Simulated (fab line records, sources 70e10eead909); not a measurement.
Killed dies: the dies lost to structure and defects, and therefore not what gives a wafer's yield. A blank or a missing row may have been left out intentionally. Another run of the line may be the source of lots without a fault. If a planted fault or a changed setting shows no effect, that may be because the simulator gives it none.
fab line records	flow nand-harc
record lots=7	wafers=21	last-day=33
route steps=1302 shown A_CONTACT@1090 END@1302
lots that met no fault: from a run of the same line without faults
start-h: hours from the record's first day to the start of the lot's first wafer shown	wait-h: time in hours since the lot's previous step	" identical to the entry in the row above	L1.1+2: a row that stands for several wafers	- no value, or no start given	* or withheld: withheld	< > ~ a bound
route shown NAME@n: names a module that has steps shown in the file, with the first one's number in the route	usual: mean/standard deviation of fault-free wafers	same: alike in all rows	chamber/n: place in a boat	sites: readings site by site	_std_site: standard deviation across them	_edge_site: the outer-site mean with the inner-site mean subtracted	radius-mm: for every site, how far away it sits from the centre of the wafer	mask NAME#n: copy n	behind: the tool/chamber that last shaped the wafer	hold: reason for holding the lot/hours on hold/outcome of the hold	device: whichever transistor did not switch (one of n, p or np)	end of line: tests of these same wafers at the route's end	step lacking rows: just its recipe	killed: dies lost to structure and defects at the first sort, not the wafer's yield	map: dies across one wafer; x = killed, . = not, _ = none there
set.NAME: the setting as run; set.NAME@STEP: as run at that earlier step	model.NAME: the simulator's own value behind a step, which no gauge read
lots at selected steps of the route; one table per step, one row per wafer
services: the hour from which a tool's chamber was out of use, counted from the record's first day as start-h (under 0 if before that day), plus the number of hours and why
## steps
# step NHARC_A_CONTACT_ETCH_138
# recipe source-w=withheld	pressure-mtorr=20	bias-v=1200	time-s=311	target-depth-a=19140	ar-flow-sccm=withheld	c4f8-flow-sccm=withheld	o2-flow-sccm=withheld	chemistry=C4F8/O2/Ar
lot.wafer	tool	chamber	start-h	wait-h	rf-hours-counter-h
L841.1	har-cap-etch-03	0	520.47	0.2	47
L841.3	"	1	"	"	-
L841.4	"	0	"	"	-
L842.2	har-cap-etch-03	0	547.63	0.2	52
L842.4	"	1	"	"	-
L842.6	"	0	"	"	-
L843.1	har-cap-etch-02	0	548.38	0.2	93
L843.4	"	0	"	"	-
L843.3	"	1	"	"	-
L844.1	har-cap-etch-03	1	554.31	0.2	53
L844.3	"	1	"	"	-
L844.4	"	0	"	"	-
L854.4	har-cap-etch-01	1	648.86	0.2	-
L854.5	"	1	"	"	-
L854.6	"	0	"	"	-
L860.2	har-cap-etch-03	0	724.45	0.2	81
L860.5	"	1	"	"	-
L860.6	"	0	"	"	-
L861.4	har-cap-etch-01	0	739.82	0.2	-
L861.5	"	0	"	"	-
L861.6	"	1	"	"	-
# step NHARC_A_CONTACT_ETCH_139
# recipe source-w=withheld	pressure-mtorr=20	bias-v=400	time-s=195	target-depth-a=8400	ar-flow-sccm=withheld	c4f8-flow-sccm=11.5	o2-flow-sccm=7.2	chemistry=C4F8/O2/Ar
lot.wafer	tool	chamber	start-h	wait-h	rf-hours-counter-h
L841.1	har-cap-etch-03	0	520.74	0.2	47
L841.3	"	1	"	"	-
L841.4	"	0	"	"	-
L842.2	har-cap-etch-03	0	547.90	0.2	52
L842.4	"	1	"	"	-
L842.6	"	0	"	"	-
L843.1	har-cap-etch-02	0	548.65	0.2	93
L843.4	"	0	"	"	-
L843.3	"	1	"	"	-
L844.1	har-cap-etch-03	1	554.58	0.2	53
L844.3	"	1	"	"	-
L844.4	"	0	"	"	-
L854.4	har-cap-etch-01	1	649.14	0.2	-
L854.5	"	1	"	"	-
L854.6	"	0	"	"	-
L860.2	har-cap-etch-03	0	724.72	0.2	81
L860.5	"	1	"	"	-
L860.6	"	0	"	"	-
L861.4	har-cap-etch-01	0	740.09	0.2	-
L861.5	"	0	"	"	-
L861.6	"	1	"	"	-
# step NHARC_A_CONTACT_ETCH_92
# recipe target-depth-a=400	over-etch-frac=0.5	time-s=85.7	ion-energy-ev=120	ch3f-flow-sccm=50	o2-flow-sccm=30	ar-flow-sccm=200	rf-w=500	bias-w=100	chemistry=CH3F/O2
# usual drypump-motor-current-A=5.77/0.28	oes-product-au=0.938/0.027	rf-vpp-V=244.9/1.9	showerhead-plenum-p-Torr=2.49/0.12	throttle-valve-pct=20.663/0.0085
# same over-etch-frac=0.5
lot.wafer	tool	chamber	start-h	wait-h	drypump-motor-current-A	oes-product-au	rf-hours-counter-h	rf-vpp-V	showerhead-plenum-p-Torr	throttle-valve-pct
L841.4	rie-diel-04	0	521.25	0.4	5.80	0.912	29	246.6	2.58	20.661
L841.1	"	1	"	"	5.50	0.923	30	245.4	2.59	20.661
L841.3	"	2	"	"	5.63	0.936	25	245.8	2.61	20.667
L842.4	rie-diel-04	2	548.50	0.4	5.63	0.919	2	246.6	2.60	20.667
L842.2	"	0	"	"	5.79	0.922	2	247.4	2.58	20.663
L842.6	"	2	"	"	5.63	0.920	-	245.0	2.60	20.655
L843.1	rie-diel-02	0	549.21	0.5	6.24	0.924	50	240.7	2.30	20.654
L843.4	"	2	"	"	5.09	0.930	51	240.6	2.28	20.658
L843.3	"	3	"	"	5.91	0.932	48	243.9	2.62	20.670
L844.4	rie-diel-02	3	555.13	0.4	5.92	0.913	50	246.2	2.62	20.661
L844.3	"	1	"	"	5.94	0.911	54	242.5	2.37	20.649
L844.1	"	2	"	"	5.11	0.920	52	241.3	2.27	20.674
L854.4	rie-diel-05	0	649.63	0.4	5.82	0.913	21	242.7	2.29	20.667
L854.6	"	2	"	"	6.11	0.923	-	247.3	2.59	20.665
L854.5	"	3	"	"	5.86	0.921	-	244.7	2.50	20.654
L860.2	rie-diel-02	0	725.28	0.5	6.22	0.932	52	241.4	2.28	20.661
L860.6	"	1	"	"	5.94	0.949	-	243.0	2.35	20.651
L860.5	"	2	"	"	5.07	0.932	-	246.9	2.64	20.657
L861.4	rie-diel-02	3	740.59	0.4	5.91	0.920	60	246.6	2.59	20.650
L861.5	"	1	"	"	5.87	0.941	-	243.6	2.35	20.672
L861.6	"	2	"	"	5.10	0.929	-	248.1	2.64	20.668
# step NHARC_A_CONTACT_ETCH_98
# recipe target-depth-a=200	over-etch-frac=0.5	time-s=10	ion-energy-ev=250	c4f6-flow-sccm=25	o2-flow-sccm=20	ar-flow-sccm=500	rf-w=600	bias-w=500	chemistry=C4F6/O2
# usual drypump-motor-current-A=5.78/0.28	oes-product-au=0.958/0.022	rf-vpp-V=548/3.8	showerhead-plenum-p-Torr=3.98/0.19	throttle-valve-pct=26.904/0.0093
# same over-etch-frac=0.5
lot.wafer	tool	chamber	start-h	wait-h	drypump-motor-current-A	oes-product-au	rf-hours-counter-h	rf-vpp-V	showerhead-plenum-p-Torr	throttle-valve-pct
L841.4	rie-diel-04	0	-	-	5.80	0.944	30	550	4.10	26.914
L841.3	"	1	"	"	5.51	0.952	30	550	4.12	26.903
L841.1	"	2	"	"	5.62	0.945	25	551	4.14	26.914
L842.2	rie-diel-04	1	-	-	5.56	0.950	2	550	4.11	26.909
L842.4	"	2	"	"	5.61	0.955	2	551	4.14	26.903
L842.6	"	2	"	"	5.61	0.970	-	551	4.14	26.894
L843.3	rie-diel-02	1	-	-	5.92	0.963	53	544	3.79	26.904
L843.1	"	3	"	"	5.95	0.949	49	552	4.16	26.901
L843.4	"	0	"	"	6.25	0.966	51	543	3.69	26.897
L844.4	rie-diel-02	0	-	-	6.23	0.959	52	543	3.69	26.905
L844.1	"	1	"	"	5.94	0.938	54	544	3.79	26.902
L844.3	"	2	"	"	5.12	0.932	52	542	3.65	26.905
L854.4	rie-diel-05	3	-	-	5.86	0.943	21	547	3.98	26.895
L854.5	"	3	"	"	5.86	0.940	-	549	3.98	26.912
L854.6	"	0	"	"	5.85	0.929	-	541	3.67	26.918
L860.2	rie-diel-02	3	-	-	5.91	0.957	55	552	4.12	26.878
L860.5	"	1	"	"	5.90	0.974	-	544	3.76	26.906
L860.6	"	2	"	"	5.10	0.977	-	552	4.19	26.916
L861.4	rie-diel-02	0	-	-	6.23	0.948	60	540	3.65	26.917
L861.6	"	2	"	"	5.11	0.958	-	551	4.19	26.902
L861.5	"	3	"	"	5.93	0.938	-	551	4.12	26.901
# step NHARC_A_CONTACT_CD_MEAS_15
# usual cd-nm=190.1/0.47
lot.wafer	tool	chamber	start-h	wait-h	cd-nm
L841.1	cd-sem-02	-	521.46	-	190.5
L841.3	"	-	"	"	189.8
L841.4	"	-	"	"	189.9
L842.2	cd-sem-03	-	548.70	-	190.0
L842.4	"	-	"	"	190.3
L842.6	"	-	"	"	190.3
L843.1	cd-sem-02	-	549.96	-	190.0
L843.3	"	-	"	"	189.6
L843.4	"	-	"	"	189.1
L844.1	cd-sem-02	-	555.35	-	190.0
L844.3	"	-	"	"	189.9
L844.4	"	-	"	"	189.9
L854.4	cd-sem-03	-	649.83	-	190.5
L854.5	"	-	"	"	191.1
L854.6	"	-	"	"	190.5
L860.2	cd-sem-01	-	725.67	-	190.0
L860.5	"	-	"	"	190.4
L860.6	"	-	"	"	190.2
L861.4	cd-sem-03	-	740.79	-	189.9
L861.5	"	-	"	"	190.4
L861.6	"	-	"	"	189.9
# step NHARC_A_CONTACT_STRIP_107
# recipe n2-flow-sccm=150	h2-flow-sccm=150	ar-flow-sccm=0	bias-w=0	chemistry=N2/H2
# step NHARC_A_CONTACT_STRIP_108
# recipe cf4-flow-sccm=100	chf3-flow-sccm=30	ar-flow-sccm=0	bias-w=0	chemistry=CF4/CHF3
# step NHARC_A_CONTACT_STRIP_109
# recipe o2-flow-sccm=400	cos-flow-sccm=20	ar-flow-sccm=0	bias-w=0	chemistry=O2/COS
# step NHARC_A_CONTACT_ETCH_110
# recipe target-depth-a=600	overetch-a=60	time-s=33	ion-energy-ev=100	cf4-flow-sccm=80	o2-flow-sccm=20	ar-flow-sccm=0	rf-w=300	bias-w=100	chemistry=CF4/O2
# step NHARC_A_CONTACT_STRIP_26
# recipe o2-flow-sccm=500	ar-flow-sccm=0	bias-w=0	chemistry=O2
# step NHARC_A_CONTACT_STRIP_27
# recipe time-s=600	temp-c=30	chemistry=post-etch-residue-remover
# step NHARC_A_CONTACT_ALD_18
# recipe target-thk-a=30	pulse-time-s=1	ald-cycles=150	temp-c=450	material=TiN
# usual heater-power-w=1065/81	precursor-pulse-height-rel=0.999/0.017
lot.wafer	tool	chamber	start-h	wait-h	heater-power-w	precursor-pulse-height-rel	since-wet-clean-h
L841.1	ald-metal-03	3	522.42	-	1093	1.020	122
L841.4	"	0	"	"	1054	1.003	122
L841.3	"	1	"	"	1156	0.999	122
L842.4	ald-metal-02	3	549.80	-	1005	1.019	108
L842.2	"	0	"	"	1021	0.962	108
L842.6	"	3	"	"	999	1.026	-
L843.4	ald-metal-03	3	550.90	-	1071	1.001	151
L843.1	"	1	"	"	1191	1.006	151
L843.3	"	2	"	"	1061	0.971	151
L844.1	ald-metal-04	3	556.29	-	961	0.991	72
L844.3	"	0	"	"	943	1.014	72
L844.4	"	1	"	"	994	1.007	72
L854.4	ald-metal-02	3	650.96	-	1021	0.981	31
L854.6	"	3	"	"	1047	0.996	-
L854.5	"	0	"	"	986	1.002	-
L860.2	ald-metal-02	2	726.65	-	1251	1.000	107
L860.6	"	0	"	"	978	1.038	-
L860.5	"	1	"	"	1149	0.989	-
L861.4	ald-metal-03	1	741.78	-	1175	0.991	164
L861.6	"	2	"	"	1132	1.009	-
L861.5	"	3	"	"	972	0.985	-
# step NHARC_A_CONTACT_CVD_19
# recipe target-thk-a=3000	temp-c=300	pressure-torr=40	wf6-flow-sccm=40	h2-flow-sccm=1600	ar-flow-sccm=1560	time-s=802	material=W
# usual heater-power-w=460/37	throttle-valve-pct=7.9/0.41
lot.wafer	tool	chamber	start-h	wait-h	heater-power-w	since-wet-clean-h	throttle-valve-pct
L841.1	cvd-w-02	0	522.61	-	425	60	8.4
L841.3	"	0	"	"	436	-	8.4
L841.4	"	0	"	"	429	-	8.5
L842.2	cvd-w-02	0	550.15	-	427	87	8.3
L842.4	"	0	"	"	426	-	8.4
L842.6	"	1	"	"	448	-	7.7
L843.1	cvd-w-02	1	551.10	-	441	88	7.6
L843.3	"	1	"	"	437	-	7.8
L843.4	"	0	"	"	422	-	8.4
L844.1	cvd-w-02	0	556.61	-	421	94	8.6
L844.4	"	1	"	"	453	-	7.6
L844.3	"	0	"	"	428	-	8.5
L854.4	cvd-w-02	1	651.53	-	438	-	7.6
L854.5	"	0	"	"	404	-	8.3
L854.6	"	1	"	"	421	-	7.5
L860.2	cvd-w-02	0	726.93	-	411	83	8.2
L860.5	"	1	"	"	430	-	7.7
L860.6	"	0	"	"	416	-	8.3
L861.4	cvd-w-01	1	742.29	-	435	-	7.8
L861.5	"	0	"	"	524	-	7.5
L861.6	"	1	"	"	447	-	7.8
# step NHARC_A_CONTACT_CMP_20
# recipe t-overpolish-s=30	target-thk-nm=300
# usual motor-current-A=12.1/1.3	overpolish-run-s=30.000/0.0095	time-to-endpoint-s=60/3.1
lot.wafer	tool	chamber	start-h	wait-h	motor-current-A	overpolish-run-s	time-to-endpoint-s
L841.1	cmp-03	2	524.28	1.4	14.3	29.997	62
L841.4	"	3	"	"	14.2	30.009	60
L841.3	"	0	"	"	11.1	30.006	62
L842.2	cmp-03	0	550.94	0.7	10.9	30.005	43
L842.4	"	1	"	"	11.6	29.998	40
L842.6	"	3	"	"	13.6	29.996	59
L843.1	cmp-02	3	552.00	0.8	12.3	29.998	60
L843.3	"	0	"	"	10.8	30.000	59
L843.4	"	2	"	"	12.1	29.988	41
L844.4	cmp-01	3	557.40	0.5	10.7	30.011	44
L844.1	"	0	"	"	11.6	30.003	62
L844.3	"	2	"	"	11.5	29.991	62
L854.4	cmp-01	2	652.11	0.5	10.8	29.998	59
L854.6	"	3	"	"	11.0	30.005	60
L854.5	"	0	"	"	11.3	29.994	55
L860.2	cmp-03	2	727.76	0.7	14.0	30.007	60
L860.6	"	3	"	"	14.0	30.008	59
L860.5	"	0	"	"	10.5	30.001	66
L861.4	cmp-03	1	742.81	0.4	11.1	29.989	60
L861.5	"	1	"	"	12.0	29.995	56
L861.6	"	2	"	"	14.3	30.007	60
# step NHARC_END_SORT_01
# recipe temp-c=25
# usual killed-at-array=54/18	killed-at-other=0.7/0.87	killed-at-periphery=3.7/2.5	killed-dies=59/19	killed-open=3.3/2	killed-short=2.6/1.6
# same gross-dies=677
lot.wafer	tool	chamber	start-h	wait-h	killed-at-array	killed-at-other	killed-at-periphery	killed-dies	killed-open	killed-short
L842.2	prober-02	0	622.65	2.8	41	1	0	42	2	3
L842.4	prober-02	0	624.26	3.4	37	1	2	40	3	4
L842.6	prober-02	0	625.86	4.0	41	1	1	43	4	2
L841.1	prober-02	0	629.66	2.5	40	2	2	44	1	3
L841.3	prober-02	0	631.27	3.1	56	0	2	58	8	4
L841.4	prober-02	0	632.07	3.4	37	0	3	40	3	4
L843.1	prober-01	0	631.94	2.5	63	0	2	65	3	1
L843.3	prober-01	0	633.53	3.1	71	0	1	72	3	1
L843.4	prober-01	0	634.32	3.4	54	1	1	56	6	5
L844.1	prober-01	0	639.71	2.5	57	0	4	61	4	4
L844.3	prober-01	0	641.32	3.1	70	0	4	74	13	6
L844.4	prober-01	0	642.12	3.4	48	0	1	49	3	4
L854.4	prober-01	0	702.64	3.4	59	0	6	65	3	1
L854.5	prober-01	0	703.44	3.7	57	0	3	60	2	5
L854.6	prober-01	0	704.23	4.0	59	1	3	63	2	5
L860.2	prober-02	0	774.44	2.8	47	0	3	50	2	6
L860.5	prober-02	0	776.83	3.7	57	2	5	64	8	2
L860.6	prober-02	0	777.63	4.0	36	1	4	41	2	3
L861.4	prober-02	0	791.52	3.4	44	1	6	51	4	1
L861.5	prober-02	0	792.32	3.7	66	2	9	77	9	3
L861.6	prober-02	0	793.12	4.0	47	1	12	60	7	5
# killed by level:class
L842.2 A_SLIT:chamber-film-flake=25 A_CHANNEL_HOLE_D1:chamber-film-flake=3 A_CHANNEL_HOLE_D2:chamber-film-flake=3 A_CONTACT:chamber-film-flake=3 A_ONON_D1:geometric-particle:short=1 A_CHANNEL_FILL_D1:geometric-particle:short=1 A_DECK1_JOINT:geometric-particle:short=1 A_CHANNEL_FILL_D2:geometric-particle:open=1
L842.4 A_SLIT:chamber-film-flake=21 A_CHANNEL_HOLE_D2:chamber-film-flake=6 A_CONTACT:chamber-film-flake=3 P_M0:geometric-particle:open=1 P_M0:geometric-particle:short=1 A_DECK1_JOINT:geometric-particle:open=1 A_SGD_CUT:geometric-particle:short=1 A_WL_FILL:geometric-particle:short=1
L842.6 A_SLIT:chamber-film-flake=23 A_CHANNEL_HOLE_D2:chamber-film-flake=7 A_CONTACT:chamber-film-flake=4 A_M0:geometric-particle:short=2 P_M0:geometric-particle:open=1 A_ONON_D1:geometric-particle:open=1 A_DECK1_JOINT:geometric-particle:open=1 A_M0:geometric-particle:open=1
L841.1 A_CHANNEL_HOLE_D1:chamber-film-flake=25 A_STAIRCASE:chamber-film-flake=5 A_CHANNEL_HOLE_D2:chamber-film-flake=3 THIN_TSV:chamber-film-flake=2 P_M0:geometric-particle:open=1 A_SOURCE_PLATE:geometric-particle:short=1 A_DECK1_JOINT:geometric-particle:short=1 A_CHANNEL_FILL_D2:geometric-particle:short=1
L841.3 A_CHANNEL_HOLE_D1:chamber-film-flake=31 A_STAIRCASE:chamber-film-flake=5 A_CHANNEL_HOLE_D2:chamber-film-flake=5 A_WL_FILL:chamber-film-flake=4 A_CHANNEL_HOLE_D1:geometric-particle:open=3 P_GATE:geometric-particle:open=1 P_CONTACT:geometric-particle:open=1 A_ONON_D1:geometric-particle:short=1
L843.1 A_CHANNEL_HOLE_D1:chamber-film-flake=30 A_CHANNEL_HOLE_D2:chamber-film-flake=25 A_CHANNEL_FILL_D2:chamber-film-flake=2 A_STAIRCASE:chamber-film-flake=2 P_M0:geometric-particle:open=1 A_ONON_D2:geometric-particle:short=1 A_CHANNEL_FILL_D2:geometric-particle:open=1 A_BLC:geometric-particle:open=1
L841.4 A_CHANNEL_HOLE_D1:chamber-film-flake=24 A_CHANNEL_HOLE_D2:chamber-film-flake=4 A_WL_FILL:chamber-film-flake=2 P_M1:geometric-particle:open=1 A_ONON_D1:geometric-particle:open=1 A_ONON_D2:geometric-particle:short=1 A_CHANNEL_FILL_D2:geometric-particle:short=1 A_SGD_CUT:geometric-particle:short=1
L843.3 A_CHANNEL_HOLE_D1:chamber-film-flake=34 A_CHANNEL_HOLE_D2:chamber-film-flake=24 A_CONTACT:chamber-film-flake=6 A_STAIRCASE:chamber-film-flake=2 A_ONON_D2:geometric-particle:short=1 A_CHANNEL_FILL_D2:geometric-particle:open=1 A_SGD_CUT:geometric-particle:open=1 A_WL_FILL:geometric-particle:open=1
L843.4 A_CHANNEL_HOLE_D1:chamber-film-flake=22 A_CHANNEL_HOLE_D2:chamber-film-flake=14 A_CONTACT:chamber-film-flake=4 A_DECK1_JOINT:geometric-particle:short=2 A_M1:geometric-particle:open=2 P_M0:geometric-particle:open=1 A_ONON_D1:geometric-particle:open=1 A_ONON_D1:geometric-particle:short=1
L844.1 A_SLIT:chamber-film-flake=26 A_CHANNEL_HOLE_D2:chamber-film-flake=12 A_STAIRCASE:chamber-film-flake=5 A_CHANNEL_HOLE_D1:chamber-film-flake=3 A_CONTACT:chamber-film-flake=2 P_CONTACT:geometric-particle:open=1 P_M2:geometric-particle:short=1 A_SGD_CUT:geometric-particle:short=1
L844.3 A_SLIT:chamber-film-flake=24 A_CHANNEL_HOLE_D2:chamber-film-flake=12 A_CONTACT:chamber-film-flake=9 A_STAIRCASE:chamber-film-flake=5 A_M0:geometric-particle:open=4 P_CONTACT:geometric-particle:open=3 A_CHANNEL_HOLE_D1:geometric-particle:short=2 A_ONON_D2:geometric-particle:open=2
L844.4 A_SLIT:chamber-film-flake=17 A_CHANNEL_HOLE_D2:chamber-film-flake=8 A_CONTACT:chamber-film-flake=7 A_STAIRCASE:chamber-film-flake=3 A_DECK1_JOINT:geometric-particle:open=2 A_CHANNEL_HOLE_D1:chamber-film-flake=2 A_SOURCE_PLATE:geometric-particle:short=1 A_CHANNEL_HOLE_D1:geometric-particle:short=1
L854.4 A_CHANNEL_HOLE_D1:chamber-film-flake=32 A_CHANNEL_HOLE_D2:chamber-film-flake=20 P_BONDPAD:chamber-film-flake=3 A_STAIRCASE:chamber-film-flake=2 P_GATE:geometric-particle:open=1 A_ONON_D1:geometric-particle:short=1 A_ONON_D1:geometric-particle:open=1 A_BLC:geometric-particle:open=1
L854.5 A_CHANNEL_HOLE_D1:chamber-film-flake=24 A_CHANNEL_HOLE_D2:chamber-film-flake=16 A_SLIT:chamber-film-flake=5 A_M0:chamber-film-flake=3 A_M0:geometric-particle:short=2 A_STAIRCASE:chamber-film-flake=2 P_CONTACT:geometric-particle:short=1 A_DECK1_JOINT:geometric-particle:short=1
L854.6 A_CHANNEL_HOLE_D1:chamber-film-flake=30 A_CHANNEL_HOLE_D2:chamber-film-flake=17 A_STAIRCASE:chamber-film-flake=4 P_BONDPAD:chamber-film-flake=2 A_CHANNEL_FILL_D2:chamber-film-flake=2 A_ONON_D2:geometric-particle:open=1 A_CHANNEL_FILL_D2:geometric-particle:short=1 A_SGD_CUT:geometric-particle:open=1
L860.2 A_CHANNEL_HOLE_D2:chamber-film-flake=28 A_SLIT:chamber-film-flake=6 A_SGD_CUT:geometric-particle:short=2 A_CONTACT:chamber-film-flake=2 P_STI:geometric-particle:short=1 P_M0:geometric-particle:open=1 A_ONON_D1:geometric-particle:short=1 A_DECK1_JOINT:geometric-particle:short=1
L860.5 A_CHANNEL_HOLE_D2:chamber-film-flake=27 A_CONTACT:chamber-film-flake=10 A_SLIT:chamber-film-flake=6 A_CHANNEL_FILL_D1:geometric-particle:open=4 A_CHANNEL_HOLE_D1:unspecified=3 P_M0:geometric-particle:open=2 A_CHANNEL_HOLE_D2:geometric-particle:open=2 A_STAIRCASE:chamber-film-flake=2
L860.6 A_CHANNEL_HOLE_D2:chamber-film-flake=22 A_SLIT:chamber-film-flake=7 P_M0:geometric-particle:open=1 THIN_TSV:chamber-film-flake=1 A_SOURCE_PLATE:geometric-particle:open=1 A_SOURCE_PLATE:geometric-particle:short=1 A_ONON_D1:geometric-particle:short=1 A_DECK1_JOINT:geometric-particle:short=1
L861.4 A_CHANNEL_HOLE_D1:chamber-film-flake=15 A_STAIRCASE:chamber-film-flake=7 A_SLIT:chamber-film-flake=5 P_BONDPAD:chamber-film-flake=4 A_SGD_CUT:chamber-film-flake=4 A_CONTACT:chamber-film-flake=3 A_ZERO_WELL:chamber-film-flake=2 A_CHANNEL_FILL_D1:chamber-film-flake=2
L861.5 A_CHANNEL_HOLE_D1:chamber-film-flake=13 A_CONTACT:chamber-film-flake=13 A_SLIT:chamber-film-flake=8 A_WL_FILL:chamber-film-flake=7 A_STAIRCASE:chamber-film-flake=6 P_ZERO_WELL:chamber-film-flake=4 A_CHANNEL_FILL_D1:chamber-film-flake=4 A_SGD_CUT:chamber-film-flake=4
L861.6 A_CHANNEL_HOLE_D1:chamber-film-flake=16 A_STAIRCASE:chamber-film-flake=8 A_SLIT:chamber-film-flake=7 A_WL_FILL:chamber-film-flake=4 P_M0:geometric-particle:short=3 A_CHANNEL_FILL_D1:chamber-film-flake=3 A_CONTACT:chamber-film-flake=3 P_GATE:geometric-particle:open=2
## services
tool	chamber	start-h	hours	kind
har-cap-etch-01	-	497.46	17.0	pm
cmp-03	-	499.64	0.4	repair
ald-metal-03	3	514.36	7.1	repair
cvd-w-02	1	518.55	5.6	repair
rie-diel-04	-	532.41	9.0	pm
cmp-03	-	535.72	2.7	repair
ald-metal-02	1	543.84	4.9	repair
ald-metal-03	0	552.12	4.2	repair
cmp-03	-	554.16	4.0	pm
ald-metal-03	-	568.00	10.0	pm
cmp-03	-	579.36	4.1	repair
ald-metal-02	0	591.28	3.9	repair
ald-metal-02	-	600.19	0.8	repair
ald-metal-03	3	607.14	8.1	repair
ald-metal-02	-	610.00	10.0	pm
cvd-w-02	-	631.00	13.0	pm
ald-metal-03	2	633.77	24.1	repair
ald-metal-03	-	644.47	0.8	repair
cmp-03	-	647.12	0.5	repair
cmp-03	-	652.16	4.0	pm
ald-metal-03	3	674.88	5.2	repair
ald-metal-02	1	676.24	14.5	repair
rie-diel-04	-	709.41	9.0	pm
ald-metal-03	2	728.35	4.3	repair
## key
first-sign step=NHARC_A_CONTACT_CMP_20	reading=time-to-endpoint-s	direction=down	sigmas=5.8	usual=*	struck=*
effect none on later readings
met-at NHARC_A_CONTACT_CVD_19
struck-wafers L842.2,L842.4,L843.4,L844.4
tester-left-out L842,L843,L844
fault kind=process-parameter-drift	tool=cvd-w-02	chamber=-	onset-h=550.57	steps=NHARC_A_CONTACT_CVD_19	channel=target-thk-a	offset=*	shape=step	end-h=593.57	scope=struck-wafers-only	acts-in=*	stated=*
# tester-left-out: of these lots the tester's yield and bins aren't shown, on N5 and GAA mostly nor the transistor test; their killed dies are dies lost to structure and defects alone, not to doping, threshold or leakage, so they don't give the yield
